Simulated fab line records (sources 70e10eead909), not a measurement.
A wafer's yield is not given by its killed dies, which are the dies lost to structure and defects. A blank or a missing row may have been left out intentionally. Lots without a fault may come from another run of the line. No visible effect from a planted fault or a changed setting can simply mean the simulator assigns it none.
A lot that was struck, set against a sound lot	flow nandHarc	15 steps out of a route of 1159
Sound: these wafers, L122.1, L122.3, L122.4. The struck wafers were L135.2, L135.4, L135.6. The cause is named last.
Per side, at each step with rows, come the tool, then ch with its chambers, and then its first start. Under that, the readings that differ: sound wafers	struck wafers	difference of the means	sigmas: that difference in standard deviations of wafers without a fault.
alike: same words and numbers on both sides, and readings whose means sit less than 2 such deviations apart. not compared: any withheld reading, any reading some wafer has no value for, any bound like >300 that may hide the same value, and any number with overlapping values for which the record gives no deviation.
The two part at a step that has a row with sigmas, a row that says differs or no value, or rows on one side only. Non-overlapping numbers with no deviation appear without sigmas and do not part them. A reading missing from all wafers of one side parts the sides only when that side holds two or more wafers.

NHARC_P_M2_CD_MEAS_09: the cd target is 170 nm.
  sound on cdSem-02 ch 0, day 8 04:11; struck on cdSem-03 ch 0, day 11 06:17
reading	sound	struck	difference	sigmas
cdNm (nm)	170.1 170.7 171.3	169.8 168.0 168.8	-1.8	-2
NHARC_P_M2_OVL_MEAS_10: pitch 340 nm.
  sound on overlay-01, day 8 04:16; struck on overlay-01, day 11 06:23
reading	sound	struck	difference	sigmas
overlayXNm (nm)	-0.6 -0.7 0.0	1.1 1.2 1.7	+1.8	+2
  alike: overlayYNm
NHARC_P_M2_INSPECT_11:
  sound on defectInspect-02, day 8 04:19; struck on defectInspect-02, day 11 06:25
  alike: rawDefectCount
then, 1 step without rows for these wafers: NHARC_P_M2_DESCUM_14 (chemistry O2, time 3 s).
NHARC_P_M2_ETCH_35: etches the open film in N2/H2, target depth 40 nm, overetch 12 nm, time 43.94 s.
  sound on rieDiel-02 ch 0,2,3, day 8 04:28; struck on rieDiel-02 ch 0,2,3, day 11 06:34
  alike: drypumpMotorCurrentA, oesProductAu, rfVppV, showerheadPlenumPTorr, throttleValvePct
  not compared: rfHoursCounterH
then, 1 step without rows for these wafers: NHARC_P_M2_ETCH_15 (etches the open film in C4F8/Ar, target depth 182.5 nm, time 91.2 s).
NHARC_P_M2_CD_MEAS_16:
  sound on cdSem-02, day 8 04:40; struck on cdSem-03, day 11 06:47
  alike: cdNm
NHARC_P_M2_STRIP_18: strips in N2/H2.
  sound on rieDiel-02 ch 0,1,2, day 8 04:46; struck on rieDiel-02 ch 0,1, day 11 06:52
  alike: drypumpMotorCurrentA, oesProductAu, rfVppV, showerheadPlenumPTorr, throttleValvePct
  not compared: rfHoursCounterH
then, 2 steps without rows for these wafers: NHARC_P_M2_ETCH_28 (etches the open film in CF4/N2, target depth 30 nm, time 72.99 s); NHARC_P_M2_STRIP_19 (strips in post etch residue remover, time 600 s).
NHARC_P_M2_DEGAS_29: time 60 s.
  sound on pvdSputter-02, day 8 05:24; struck on pvdSputter-03, day 11 07:30
  alike: heaterPowerW
NHARC_P_M2_PRE_CLEAN_30: time 30 s.
  sound on pvdSputter-02; struck on pvdSputter-03
  alike: heaterPowerW
NHARC_P_M2_PVD_20: deposits TaN, target thk 5 nm, time 8.06 s.
  sound on pvdSputter-02, day 8 05:31; struck on pvdSputter-03, day 11 07:59
  alike: throttleValvePct
NHARC_P_M2_PVD_21: deposits Cu, target thk 30 nm, time 20.49 s.
  sound on pvdSputter-02; struck on pvdSputter-03
  alike: throttleValvePct
then, 1 step without rows for these wafers: NHARC_END_SORT_01.

WHERE THEY PART
Earliest at NHARC_P_M2_CD_MEAS_09; latest, in this record, at NHARC_P_M2_OVL_MEAS_10. Later steps at which nothing parts them and some readings are alike: NHARC_P_M2_INSPECT_11, NHARC_P_M2_ETCH_35, NHARC_P_M2_CD_MEAS_16, NHARC_P_M2_STRIP_18, NHARC_P_M2_DEGAS_29, NHARC_P_M2_PRE_CLEAN_30, NHARC_P_M2_PVD_20, NHARC_P_M2_PVD_21.

WHY: the cause the simulator had injected
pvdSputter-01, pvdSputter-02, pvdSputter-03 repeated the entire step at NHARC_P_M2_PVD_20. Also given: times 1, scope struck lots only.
